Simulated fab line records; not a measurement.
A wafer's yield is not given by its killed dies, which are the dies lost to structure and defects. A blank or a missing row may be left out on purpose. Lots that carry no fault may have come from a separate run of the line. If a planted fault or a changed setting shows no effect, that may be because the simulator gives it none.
fab line records ; flow n5-finfet
[record] lots = 24; wafers = 72; last-day = 19
route steps=1938 shown BEOL_M8@1380 BEOL_M9@1403
lots untouched by any fault: they come from a run of this same line in which no faults occurred
start-h: start of the lot's first displayed wafer, in hours after the record's first day ; wait-h: hours elapsed since this lot's preceding step ; " same as the row above ; L1.1+2: a single row standing in for several wafers ; - no value, or no start was given ; * or withheld: withheld ; < > ~ a bound
route shown NAME@n: NAME is a module with steps in the file, n the number in the route of the first one ; usual: the fault-free wafers' mean and standard deviation ; same: alike in all rows ; chamber/n: place in a boat ; sites: the reading at each site ; _std_site: standard deviation across them ; _edge_site: mean of outer sites minus mean of inner sites ; radius-mm: for every site, how far away it sits from the centre of the wafer ; mask NAME#n: copy n ; behind: tool/chamber where the wafer was last shaped ; hold: cause of the lot's hold/its duration in hours/its outcome ; device: whichever transistor did not switch (one of n, p or np) ; end of line: the tests these same wafers got at the end of their route ; where a step has no rows: the recipe by itself ; killed: dies that structure and defects cost at the first sort, which is not the same as the wafer's yield ; map: the dies of a wafer, with x for killed, . for not killed, _ for no die there
set.NAME: the setting the step ran with; set.NAME@STEP: the setting that earlier step ran with ; model.NAME: the simulator's own value behind a step, which no gauge read
route steps across a sampled set of lots; one table per step, one row per wafer
[[steps]]
[step N5_BEOL_M8_OCD_MEAS_38]
[usual] trench-depth-nm = 93.8/0.96
lot.wafer;tool;chamber;start-h;wait-h;trench-depth-nm
L074.2;ocd-01;-;194.98;-;95.5
L074.3;ocd-01;-;194.98;-;92.3
L074.5;ocd-01;-;194.98;-;93.4
L076.2;ocd-01;-;207.29;-;92.5
L076.4;ocd-01;-;207.29;-;92.0
L076.5;ocd-01;-;207.29;-;91.3
L075.3;ocd-02;-;207.48;-;93.4
L075.5;ocd-02;-;207.48;-;92.4
L075.6;ocd-02;-;207.48;-;95.1
L077.2;ocd-01;-;221.88;-;93.7
L077.4;ocd-01;-;221.88;-;95.0
L077.5;ocd-01;-;221.88;-;93.9
L079.3;ocd-01;-;230.23;-;92.1
L079.4;ocd-01;-;230.23;-;93.5
L079.6;ocd-01;-;230.23;-;94.1
L078.1;ocd-02;-;230.36;-;92.2
L078.3;ocd-02;-;230.36;-;94.1
L078.5;ocd-02;-;230.36;-;93.7
L080.1;ocd-02;-;234.38;-;93.3
L080.3;ocd-02;-;234.38;-;92.6
L080.4;ocd-02;-;234.38;-;94.7
L081.1;ocd-01;-;250.07;-;92.6
L081.2;ocd-01;-;250.07;-;95.7
L081.5;ocd-01;-;250.07;-;95.4
L082.1;ocd-01;-;258.84;-;94.2
L082.3;ocd-01;-;258.84;-;94.2
L082.4;ocd-01;-;258.84;-;94.4
L083.1;ocd-01;-;272.84;-;94.3
L083.3;ocd-01;-;272.84;-;94.9
L083.6;ocd-01;-;272.84;-;94.2
L084.1;ocd-01;-;278.75;-;94.1
L084.3;ocd-01;-;278.75;-;93.9
L084.4;ocd-01;-;278.75;-;93.8
L085.3;ocd-02;-;299.47;-;94.1
L085.4;ocd-02;-;299.47;-;95.4
L085.6;ocd-02;-;299.47;-;94.6
L087.3;ocd-02;-;299.80;-;92.0
L087.5;ocd-02;-;299.80;-;93.8
L087.6;ocd-02;-;299.80;-;91.5
L086.1;ocd-01;-;299.91;-;93.2
L086.2;ocd-01;-;299.91;-;94.5
L086.6;ocd-01;-;299.91;-;93.9
L088.1;ocd-02;-;305.74;-;94.2
L088.3;ocd-02;-;305.74;-;93.8
L088.5;ocd-02;-;305.74;-;95.0
L090.1;ocd-01;-;308.44;-;92.5
L090.2;ocd-01;-;308.44;-;93.6
L090.4;ocd-01;-;308.44;-;92.6
L089.3;ocd-02;-;308.57;-;92.5
L089.5;ocd-02;-;308.57;-;91.9
L089.6;ocd-02;-;308.57;-;94.3
L091.1;ocd-01;-;317.61;-;94.5
L091.2;ocd-01;-;317.61;-;92.9
L091.4;ocd-01;-;317.61;-;93.4
L092.1;ocd-02;-;318.17;-;93.9
L092.2;ocd-02;-;318.17;-;94.9
L092.6;ocd-02;-;318.17;-;94.6
L093.1;ocd-02;-;325.89;-;93.7
L093.3;ocd-02;-;325.89;-;94.0
L093.6;ocd-02;-;325.89;-;93.5
L094.1;ocd-01;-;325.96;-;94.1
L094.3;ocd-01;-;325.96;-;92.3
L094.4;ocd-01;-;325.96;-;93.2
L095.1;ocd-02;-;336.14;-;92.8
L095.2;ocd-02;-;336.14;-;94.1
L095.5;ocd-02;-;336.14;-;93.2
L096.1;ocd-01;-;352.89;-;94.1
L096.5;ocd-01;-;352.89;-;93.1
L096.6;ocd-01;-;352.89;-;93.1
L097.2;ocd-01;-;363.16;-;93.4
L097.5;ocd-01;-;363.16;-;93.0
L097.6;ocd-01;-;363.16;-;93.8
[step N5_BEOL_M8_SPUTTER_48]
[recipe] material = Cu; target-thk-a = 100; temp-c = -20; bias-v = 60; power-w = 26000; chamber-pressure-pa = 0.13; time-s = 1.667
[usual] cathode-dc-power-W = 26001/5; chuck-gas-flow-sccm = 1.24/0.054; susceptor-temp-C = -19.99/0.1; throttle-valve-pct = 29.6/1
lot.wafer;tool;chamber;start-h;wait-h;cathode-dc-power-W;chuck-gas-flow-sccm;susceptor-temp-C;throttle-valve-pct
L074.2;pvd-sputter-03;-;199.66;0.1;25998;1.29;-19.95;29.9
L074.3;pvd-sputter-03;-;199.66;0.1;26010;1.25;-20.00;31.9
L074.5;pvd-sputter-03;-;199.66;0.1;26001;1.37;-20.02;29.4
L076.2;pvd-sputter-03;-;209.03;0.3;26006;1.28;-20.05;29.9
L076.4;pvd-sputter-03;-;209.03;0.3;26004;1.28;-19.98;29.6
L076.5;pvd-sputter-03;-;209.03;0.3;26003;1.13;-20.08;32.0
L075.3;pvd-sputter-03;-;209.33;0.1;26003;1.33;-20.13;29.8
L075.5;pvd-sputter-03;-;209.33;0.1;25996;1.17;-19.93;31.9
L075.6;pvd-sputter-03;-;209.33;0.1;25995;1.21;-19.85;30.2
L077.2;pvd-sputter-02;-;223.79;0.1;26007;1.25;-19.98;27.9
L077.4;pvd-sputter-02;-;223.79;0.1;26000;1.23;-20.02;28.7
L077.5;pvd-sputter-02;-;223.79;0.1;25996;1.20;-20.01;28.9
L079.3;pvd-sputter-03;-;233.62;0.1;25993;1.14;-19.91;29.5
L079.4;pvd-sputter-03;-;233.62;0.1;25994;1.26;-20.10;29.3
L079.6;pvd-sputter-03;-;233.62;0.1;25998;1.31;-19.97;29.6
L078.1;pvd-sputter-02;-;233.77;0.1;26005;1.27;-19.91;27.7
L078.3;pvd-sputter-02;-;233.77;0.1;26005;1.12;-20.02;29.9
L078.5;pvd-sputter-02;-;233.77;0.1;25998;1.23;-19.99;28.7
L080.1;pvd-sputter-02;-;236.46;0.1;26008;1.25;-19.88;29.8
L080.3;pvd-sputter-02;-;236.46;0.1;26007;1.13;-19.86;28.0
L080.4;pvd-sputter-02;-;236.46;0.1;26011;1.27;-20.10;28.8
L081.1;pvd-sputter-01;-;251.55;0.2;25998;1.19;-20.07;30.2
L081.2;pvd-sputter-01;-;251.55;0.2;26004;1.17;-20.04;30.1
L081.5;pvd-sputter-01;-;251.55;0.2;25994;1.28;-20.10;30.0
L082.1;pvd-sputter-02;-;260.50;0.3;25996;1.16;-19.95;29.9
L082.3;pvd-sputter-02;-;260.50;0.3;25998;1.17;-20.14;27.7
L082.4;pvd-sputter-02;-;260.50;0.3;25999;1.35;-19.81;28.5
L083.1;pvd-sputter-03;-;274.54;0.2;26007;1.24;-19.97;32.0
L083.3;pvd-sputter-03;-;274.54;0.2;26006;1.31;-20.11;29.3
L083.6;pvd-sputter-03;-;274.54;0.2;26003;1.29;-20.08;29.5
L084.1;pvd-sputter-02;-;280.40;0.2;26005;1.21;-19.89;30.1
L084.3;pvd-sputter-02;-;280.40;0.2;26003;1.33;-19.99;27.9
L084.4;pvd-sputter-02;-;280.40;0.2;25995;1.24;-20.09;29.9
L085.3;pvd-sputter-01;-;300.79;0.1;26012;1.27;-19.91;28.5
L085.4;pvd-sputter-01;-;300.79;0.1;26000;1.31;-19.88;30.0
L085.6;pvd-sputter-01;-;300.79;0.1;26002;1.33;-19.87;29.8
L087.3;pvd-sputter-01;-;301.00;0.1;25992;1.18;-20.12;30.2
L087.5;pvd-sputter-01;-;301.00;0.1;26009;1.23;-19.82;29.5
L087.6;pvd-sputter-01;-;301.00;0.1;25998;1.29;-20.04;30.2
L086.1;pvd-sputter-02;-;301.39;0.1;26009;1.25;-19.82;29.8
L086.2;pvd-sputter-02;-;301.39;0.1;26001;1.24;-20.05;29.5
L086.6;pvd-sputter-02;-;301.39;0.1;26000;1.24;-20.05;28.7
L088.1;pvd-sputter-01;-;307.01;0.1;26012;1.27;-20.00;28.4
L088.3;pvd-sputter-01;-;307.01;0.1;25996;1.21;-20.05;30.0
L088.5;pvd-sputter-01;-;307.01;0.1;26005;1.25;-20.05;29.5
L090.1;pvd-sputter-01;-;309.86;0.2;26004;1.30;-20.07;30.3
L090.2;pvd-sputter-01;-;309.86;0.2;26000;1.25;-19.95;29.8
L090.4;pvd-sputter-01;-;309.86;0.2;25999;1.30;-19.89;28.4
L089.3;pvd-sputter-03;-;310.03;0.1;25997;1.29;-20.08;29.5
L089.5;pvd-sputter-03;-;310.03;0.1;25995;1.24;-19.86;31.7
L089.6;pvd-sputter-03;-;310.03;0.1;25992;1.30;-20.03;29.5
L091.1;pvd-sputter-02;-;319.22;0.1;25998;1.20;-20.08;27.9
L091.2;pvd-sputter-02;-;319.22;0.1;26001;1.21;-20.06;29.8
L091.4;pvd-sputter-02;-;319.22;0.1;26005;1.24;-20.18;28.8
L092.1;pvd-sputter-03;-;319.92;0.3;26003;1.35;-20.06;29.4
L092.2;pvd-sputter-03;-;319.92;0.3;26006;1.28;-19.92;29.4
L092.6;pvd-sputter-03;-;319.92;0.3;25994;1.23;-19.93;30.0
L093.1;pvd-sputter-03;-;327.43;0.1;25995;1.21;-19.98;31.8
L093.3;pvd-sputter-03;-;327.43;0.1;26004;1.30;-20.00;29.3
L093.6;pvd-sputter-03;-;327.43;0.1;26008;1.20;-20.08;29.5
L094.1;pvd-sputter-02;-;327.52;0.1;26003;1.25;-19.94;29.9
L094.3;pvd-sputter-02;-;327.52;0.1;26006;1.22;-20.04;28.6
L094.4;pvd-sputter-02;-;327.52;0.1;25991;1.26;-19.94;29.7
L095.1;pvd-sputter-03;-;337.98;0.1;25992;1.16;-20.12;29.8
L095.2;pvd-sputter-03;-;337.98;0.1;26008;1.29;-20.08;29.4
L095.5;pvd-sputter-03;-;337.98;0.1;26006;1.27;-20.15;29.7
L096.1;pvd-sputter-01;-;354.91;0.1;26005;1.28;-19.90;29.4
L096.5;pvd-sputter-01;-;354.91;0.1;25998;1.15;-20.00;30.3
L096.6;pvd-sputter-01;-;354.91;0.1;25993;1.21;-19.96;28.5
L097.2;pvd-sputter-02;-;364.65;0.1;26009;1.21;-20.03;29.8
L097.5;pvd-sputter-02;-;364.65;0.1;26004;1.29;-19.92;30.0
L097.6;pvd-sputter-02;-;364.65;0.1;26005;1.22;-19.89;27.9
[step N5_BEOL_M8_ANNEAL_51]
[recipe] temp-c = 225; time-s = 90; ambient = N2
[usual] wafer_temp_C_max = 226.09/0.26
lot.wafer;tool;chamber;start-h;wait-h;wafer_temp_C_max
L074.2;rtp-anneal-02;0;199.92;0.1;226.31
L074.3;rtp-anneal-02;0;199.92;0.1;226.15
L074.5;rtp-anneal-02;0;199.92;0.1;225.73
L076.2;rtp-anneal-02;0;209.29;0.1;225.77
L076.4;rtp-anneal-02;0;209.29;0.1;225.91
L076.5;rtp-anneal-02;0;209.29;0.1;226.10
L075.3;rtp-anneal-01;0;209.70;0.2;226.30
L075.5;rtp-anneal-01;0;209.70;0.2;226.38
L075.6;rtp-anneal-01;0;209.70;0.2;226.06
L077.2;rtp-anneal-02;0;224.31;0.4;226.22
L077.4;rtp-anneal-02;0;224.31;0.4;226.41
L077.5;rtp-anneal-02;0;224.31;0.4;226.14
L079.3;rtp-anneal-02;0;233.92;0.1;225.68
L079.4;rtp-anneal-02;0;233.92;0.1;225.84
L079.6;rtp-anneal-02;0;233.92;0.1;226.06
L078.1;rtp-anneal-01;0;233.99;0.1;225.92
L078.3;rtp-anneal-01;0;233.99;0.1;226.24
L078.5;rtp-anneal-01;0;233.99;0.1;226.12
L080.1;rtp-anneal-01;0;236.67;0.1;226.60
L080.3;rtp-anneal-01;0;236.67;0.1;226.02
L080.4;rtp-anneal-01;0;236.67;0.1;226.20
L081.1;rtp-anneal-02;0;251.98;0.3;225.86
L081.2;rtp-anneal-02;0;251.98;0.3;226.14
L081.5;rtp-anneal-02;0;251.98;0.3;225.98
L082.1;rtp-anneal-02;0;260.71;0.1;225.83
L082.3;rtp-anneal-02;0;260.71;0.1;226.79
L082.4;rtp-anneal-02;0;260.71;0.1;225.85
L083.1;rtp-anneal-01;0;275.59;0.9;226.39
L083.3;rtp-anneal-01;0;275.59;0.9;225.83
L083.6;rtp-anneal-01;0;275.59;0.9;225.95
L084.1;rtp-anneal-01;0;280.88;0.3;226.46
L084.3;rtp-anneal-01;0;280.88;0.3;226.34
L084.4;rtp-anneal-01;0;280.88;0.3;226.57
L085.3;rtp-anneal-02;0;301.13;0.2;226.11
L085.4;rtp-anneal-02;0;301.13;0.2;226.18
L085.6;rtp-anneal-02;0;301.13;0.2;226.26
L087.3;rtp-anneal-02;0;301.40;0.2;226.01
L087.5;rtp-anneal-02;0;301.40;0.2;226.14
L087.6;rtp-anneal-02;0;301.40;0.2;225.83
L086.1;rtp-anneal-02;0;302.30;0.8;225.88
L086.2;rtp-anneal-02;0;302.30;0.8;226.11
L086.6;rtp-anneal-02;0;302.30;0.8;226.26
L088.1;rtp-anneal-01;0;307.32;0.2;226.05
L088.3;rtp-anneal-01;0;307.32;0.2;225.77
L088.5;rtp-anneal-01;0;307.32;0.2;225.61
L090.1;rtp-anneal-02;0;310.37;0.4;226.03
L090.2;rtp-anneal-02;0;310.37;0.4;225.85
L090.4;rtp-anneal-02;0;310.37;0.4;226.00
L089.3;rtp-anneal-01;0;310.88;0.7;226.13
L089.5;rtp-anneal-01;0;310.88;0.7;226.07
L089.6;rtp-anneal-01;0;310.88;0.7;226.05
L091.1;rtp-anneal-01;0;319.43;0.1;226.10
L091.2;rtp-anneal-01;0;319.43;0.1;226.60
L091.4;rtp-anneal-01;0;319.43;0.1;226.69
L092.1;rtp-anneal-02;0;320.13;0.1;226.09
L092.2;rtp-anneal-02;0;320.13;0.1;225.89
L092.6;rtp-anneal-02;0;320.13;0.1;226.06
L093.1;rtp-anneal-02;0;328.11;0.5;225.82
L093.3;rtp-anneal-02;0;328.11;0.5;226.20
L093.6;rtp-anneal-02;0;328.11;0.5;225.86
L094.1;rtp-anneal-02;0;328.38;0.7;225.86
L094.3;rtp-anneal-02;0;328.38;0.7;225.86
L094.4;rtp-anneal-02;0;328.38;0.7;225.58
L095.1;rtp-anneal-01;0;338.19;0.1;226.34
L095.2;rtp-anneal-01;0;338.19;0.1;226.43
L095.5;rtp-anneal-01;0;338.19;0.1;226.45
L096.1;rtp-anneal-01;0;355.56;0.5;226.09
L096.5;rtp-anneal-01;0;355.56;0.5;226.16
L096.6;rtp-anneal-01;0;355.56;0.5;226.12
L097.2;rtp-anneal-01;0;365.27;0.5;225.60
L097.5;rtp-anneal-01;0;365.27;0.5;226.00
L097.6;rtp-anneal-01;0;365.27;0.5;226.51
[step N5_BEOL_M9_THK_MEAS_01]
[recipe] reads = SiCOH_lowk_of_BEOL_M9_ILD_DEP_00
[usual] M9_ILD_THK = 267.3/3
lot.wafer;tool;chamber;start-h;wait-h;M9_ILD_THK[nm]
L074.2;film-metro-01;-;201.26;0.4;267.8
L074.3;film-metro-01;-;201.26;0.4;267.5
L074.5;film-metro-01;-;201.26;0.4;271.3
L076.2;film-metro-01;-;210.68;0.4;261.1
L076.4;film-metro-01;-;210.68;0.4;267.5
L076.5;film-metro-01;-;210.68;0.4;270.2
L075.3;film-metro-01;-;211.11;0.3;267.1
L075.5;film-metro-01;-;211.11;0.3;271.3
L075.6;film-metro-01;-;211.11;0.3;269.3
L077.2;film-metro-02;-;225.74;0.4;265.6
L077.4;film-metro-02;-;225.74;0.4;273.5
L077.5;film-metro-02;-;225.74;0.4;268.2
L079.3;film-metro-01;-;236.21;0.3;265.8
L079.4;film-metro-01;-;236.21;0.3;268.6
L079.6;film-metro-01;-;236.21;0.3;271.1
L078.1;film-metro-01;-;236.44;0.4;265.0
L078.3;film-metro-01;-;236.44;0.4;263.2
L078.5;film-metro-01;-;236.44;0.4;269.2
L080.1;film-metro-02;-;238.05;0.4;266.4
L080.3;film-metro-02;-;238.05;0.4;265.2
L080.4;film-metro-02;-;238.05;0.4;268.1
L081.1;film-metro-01;-;254.37;0.4;269.0
L081.2;film-metro-01;-;254.37;0.4;264.8
L081.5;film-metro-01;-;254.37;0.4;269.5
L082.1;film-metro-02;-;262.34;0.4;268.0
L082.3;film-metro-02;-;262.34;0.4;267.4
L082.4;film-metro-02;-;262.34;0.4;270.7
L083.1;film-metro-02;-;277.00;0.4;263.8
L083.3;film-metro-02;-;277.00;0.4;264.0
L083.6;film-metro-02;-;277.00;0.4;265.6
L084.1;film-metro-01;-;282.73;0.4;267.8
L084.3;film-metro-01;-;282.73;0.4;268.0
L084.4;film-metro-01;-;282.73;0.4;270.7
L085.3;film-metro-02;-;302.43;0.3;265.8
L085.4;film-metro-02;-;302.43;0.3;272.7
L085.6;film-metro-02;-;302.43;0.3;270.7
L087.3;film-metro-02;-;302.69;0.3;268.2
L087.5;film-metro-02;-;302.69;0.3;274.0
L087.6;film-metro-02;-;302.69;0.3;271.0
L086.1;film-metro-01;-;303.69;0.4;263.4
L086.2;film-metro-01;-;303.69;0.4;265.8
L086.6;film-metro-01;-;303.69;0.4;269.9
L088.1;film-metro-02;-;308.70;0.4;265.4
L088.3;film-metro-02;-;308.70;0.4;263.2
L088.5;film-metro-02;-;308.70;0.4;270.5
L090.1;film-metro-01;-;311.75;0.4;261.5
L090.2;film-metro-01;-;311.75;0.4;265.2
L090.4;film-metro-01;-;311.75;0.4;264.4
L089.3;film-metro-02;-;312.17;0.3;265.2
L089.5;film-metro-02;-;312.17;0.3;269.4
L089.6;film-metro-02;-;312.17;0.3;267.4
L091.1;film-metro-01;-;320.80;0.4;267.8
L091.2;film-metro-01;-;320.80;0.4;268.0
L091.4;film-metro-01;-;320.80;0.4;271.7
L092.1;film-metro-01;-;321.51;0.4;267.2
L092.2;film-metro-01;-;321.51;0.4;265.1
L092.6;film-metro-01;-;321.51;0.4;270.2
L093.1;film-metro-02;-;329.50;0.4;265.7
L093.3;film-metro-02;-;329.50;0.4;261.1
L093.6;film-metro-02;-;329.50;0.4;268.3
L094.1;film-metro-02;-;331.40;1.6;267.9
L094.3;film-metro-02;-;331.40;1.6;262.0
L094.4;film-metro-02;-;331.40;1.6;270.8
L095.1;film-metro-02;-;340.05;0.8;262.3
L095.2;film-metro-02;-;340.05;0.8;260.5
L095.5;film-metro-02;-;340.05;0.8;267.7
L096.1;film-metro-01;-;357.16;0.4;261.5
L096.5;film-metro-01;-;357.16;0.4;270.5
L096.6;film-metro-01;-;357.16;0.4;265.1
L097.2;film-metro-01;-;366.63;0.4;264.7
L097.5;film-metro-01;-;366.63;0.4;271.1
L097.6;film-metro-01;-;366.63;0.4;267.3
[step N5_BEOL_M9_OVL_MEAS_12]
[recipe] points-per-wafer = 44
[usual] M9_OVL = 0.4/0.76
lot.wafer;tool;chamber;start-h;wait-h;M9_OVL[nm]
L074.2;overlay-02;0;201.99;0.0;-0.2
L074.3;overlay-02;0;201.99;0.0;0.3
L074.5;overlay-02;0;201.99;0.0;0.4
L076.2;overlay-01;0;213.68;0.0;0.0
L076.4;overlay-01;0;213.68;0.0;0.5
L076.5;overlay-01;0;213.68;0.0;-0.9
L075.3;overlay-01;0;213.86;0.0;-0.3
L075.5;overlay-01;0;213.86;0.0;-0.2
L075.6;overlay-01;0;213.86;0.0;0.1
L077.2;overlay-01;0;227.32;0.0;-0.1
L077.4;overlay-01;0;227.32;0.0;0.3
L077.5;overlay-01;0;227.32;0.0;0.2
L079.3;overlay-02;0;236.76;0.0;0.6
L079.4;overlay-02;0;236.76;0.0;1.2
L079.6;overlay-02;0;236.76;0.0;1.6
L078.1;overlay-02;0;237.11;0.0;0.7
L078.3;overlay-02;0;237.11;0.0;0.3
L078.5;overlay-02;0;237.11;0.0;1.5
L080.1;overlay-02;0;240.62;0.0;0.4
L080.3;overlay-02;0;240.62;0.0;0.6
L080.4;overlay-02;0;240.62;0.0;0.7
L081.1;overlay-01;0;255.86;0.0;0.3
L081.2;overlay-01;0;255.86;0.0;0.8
L081.5;overlay-01;0;255.86;0.0;0.6
L082.1;overlay-01;0;263.12;0.0;1.3
L082.3;overlay-01;0;263.12;0.0;0.8
L082.4;overlay-01;0;263.12;0.0;0.7
L083.1;overlay-02;0;279.38;0.0;0.4
L083.3;overlay-02;0;279.38;0.0;1.5
L083.6;overlay-02;0;279.38;0.0;-0.1
L084.1;overlay-02;0;284.24;0.0;-0.4
L084.3;overlay-02;0;284.24;0.0;-1.0
L084.4;overlay-02;0;284.24;0.0;0.5
L085.3;overlay-01;0;306.20;0.0;0.9
L085.4;overlay-01;0;306.20;0.0;0.4
L085.6;overlay-01;0;306.20;0.0;0.5
L087.3;overlay-02;0;306.24;0.0;0.5
L087.5;overlay-02;0;306.24;0.0;-0.3
L087.6;overlay-02;0;306.24;0.0;1.5
L086.1;overlay-02;0;306.57;0.0;0.3
L086.2;overlay-02;0;306.57;0.0;1.0
L086.6;overlay-02;0;306.57;0.0;0.6
L088.1;overlay-02;0;309.64;0.0;1.9
L088.3;overlay-02;0;309.64;0.0;1.6
L088.5;overlay-02;0;309.64;0.0;1.0
L090.1;overlay-01;0;313.17;0.0;0.5
L090.2;overlay-01;0;313.17;0.0;1.2
L090.4;overlay-01;0;313.17;0.0;1.1
L089.3;overlay-02;0;313.33;0.0;-0.5
L089.5;overlay-02;0;313.33;0.0;0.3
L089.6;overlay-02;0;313.33;0.0;0.5
L091.1;overlay-02;0;321.99;0.0;1.3
L091.2;overlay-02;0;321.99;0.0;1.8
L091.4;overlay-02;0;321.99;0.0;1.4
L092.1;overlay-02;0;322.64;0.0;0.1
L092.2;overlay-02;0;322.64;0.0;-0.7
L092.6;overlay-02;0;322.64;0.0;-0.4
L093.1;overlay-02;0;332.00;0.0;-0.4
L093.3;overlay-02;0;332.00;0.0;0.2
L093.6;overlay-02;0;332.00;0.0;1.0
L094.1;overlay-01;0;332.23;0.0;1.5
L094.3;overlay-01;0;332.23;0.0;0.1
L094.4;overlay-01;0;332.23;0.0;-0.7
L095.1;overlay-02;0;341.55;0.0;-0.4
L095.2;overlay-02;0;341.55;0.0;-0.7
L095.5;overlay-02;0;341.55;0.0;-0.4
L096.1;overlay-01;0;358.76;0.0;1.7
L096.5;overlay-01;0;358.76;0.0;1.8
L096.6;overlay-01;0;358.76;0.0;0.2
L097.2;overlay-02;0;369.10;0.0;1.5
L097.5;overlay-02;0;369.10;0.0;0.2
L097.6;overlay-02;0;369.10;0.0;0.4
[step N5_BEOL_M9_OVL_MEAS_29]
[recipe] points-per-wafer = 522
[usual] V8_OVL = 0.1/0.66
lot.wafer;tool;chamber;start-h;wait-h;V8_OVL[nm]
L074.2;overlay-02;0;206.04;0.0;-0.1
L074.3;overlay-02;0;206.04;0.0;-0.6
L074.5;overlay-02;0;206.04;0.0;-1.0
L076.2;overlay-01;0;214.87;0.0;-0.1
L076.4;overlay-01;0;214.87;0.0;-1.2
L076.5;overlay-01;0;214.87;0.0;0.0
L075.3;overlay-02;0;215.09;0.0;0.1
L075.5;overlay-02;0;215.09;0.0;0.4
L075.6;overlay-02;0;215.09;0.0;0.0
L077.2;overlay-02;0;229.59;0.0;1.1
L077.4;overlay-02;0;229.59;0.0;0.3
L077.5;overlay-02;0;229.59;0.0;0.6
L078.1;overlay-01;0;240.55;0.0;-0.4
L078.3;overlay-01;0;240.55;0.0;0.2
L078.5;overlay-01;0;240.55;0.0;-0.4
L079.3;overlay-01;0;240.73;0.0;1.0
L079.4;overlay-01;0;240.73;0.0;0.4
L079.6;overlay-01;0;240.73;0.0;0.0
L080.1;overlay-01;0;241.64;0.0;-0.2
L080.3;overlay-01;0;241.64;0.0;-0.2
L080.4;overlay-01;0;241.64;0.0;0.1
L081.1;overlay-02;0;258.32;0.0;0.7
L081.2;overlay-02;0;258.32;0.0;1.0
L081.5;overlay-02;0;258.32;0.0;0.6
L082.1;overlay-01;0;265.79;0.0;-0.8
L082.3;overlay-01;0;265.79;0.0;-0.6
L082.4;overlay-01;0;265.79;0.0;-0.5
L083.1;overlay-01;0;280.36;0.0;-0.2
L083.3;overlay-01;0;280.36;0.0;-0.4
L083.6;overlay-01;0;280.36;0.0;-0.8
L084.1;overlay-02;0;286.66;0.0;0.0
L084.3;overlay-02;0;286.66;0.0;0.1
L084.4;overlay-02;0;286.66;0.0;0.0
L085.3;overlay-01;0;307.20;0.0;0.3
L085.4;overlay-01;0;307.20;0.0;0.4
L085.6;overlay-01;0;307.20;0.0;0.2
L087.3;overlay-02;0;307.42;0.0;0.5
L087.5;overlay-02;0;307.42;0.0;-0.4
L087.6;overlay-02;0;307.42;0.0;-0.2
L086.1;overlay-01;0;308.50;0.0;0.8
L086.2;overlay-01;0;308.50;0.0;1.0
L086.6;overlay-01;0;308.50;0.0;1.1
L088.1;overlay-01;0;311.00;0.0;0.9
L088.3;overlay-01;0;311.00;0.0;0.6
L088.5;overlay-01;0;311.00;0.0;0.8
L090.1;overlay-01;0;314.67;0.0;-0.2
L090.2;overlay-01;0;314.67;0.0;-0.4
L090.4;overlay-01;0;314.67;0.0;0.3
L089.3;overlay-02;0;314.73;0.0;-0.1
L089.5;overlay-02;0;314.73;0.0;-0.4
L089.6;overlay-02;0;314.73;0.0;-0.4
L092.1;overlay-01;0;324.36;0.0;0.8
L092.2;overlay-01;0;324.36;0.0;1.1
L092.6;overlay-01;0;324.36;0.0;1.3
L091.1;overlay-02;0;324.40;0.0;-0.8
L091.2;overlay-02;0;324.40;0.0;-0.1
L091.4;overlay-02;0;324.40;0.0;0.4
L093.1;overlay-01;0;335.66;0.0;-1.3
L093.3;overlay-01;0;335.66;0.0;-0.8
L093.6;overlay-01;0;335.66;0.0;-1.0
L094.1;overlay-02;0;336.35;0.0;-0.6
L094.3;overlay-02;0;336.35;0.0;-0.4
L094.4;overlay-02;0;336.35;0.0;-0.7
L095.1;overlay-02;0;342.54;0.0;1.0
L095.2;overlay-02;0;342.54;0.0;0.8
L095.5;overlay-02;0;342.54;0.0;0.9
L096.1;overlay-01;0;362.59;0.0;-0.3
L096.5;overlay-01;0;362.59;0.0;0.1
L096.6;overlay-01;0;362.59;0.0;0.6
L097.2;overlay-02;0;373.66;0.0;0.2
L097.5;overlay-02;0;373.66;0.0;0.0
L097.6;overlay-02;0;373.66;0.0;0.1
[[key]]
fault none
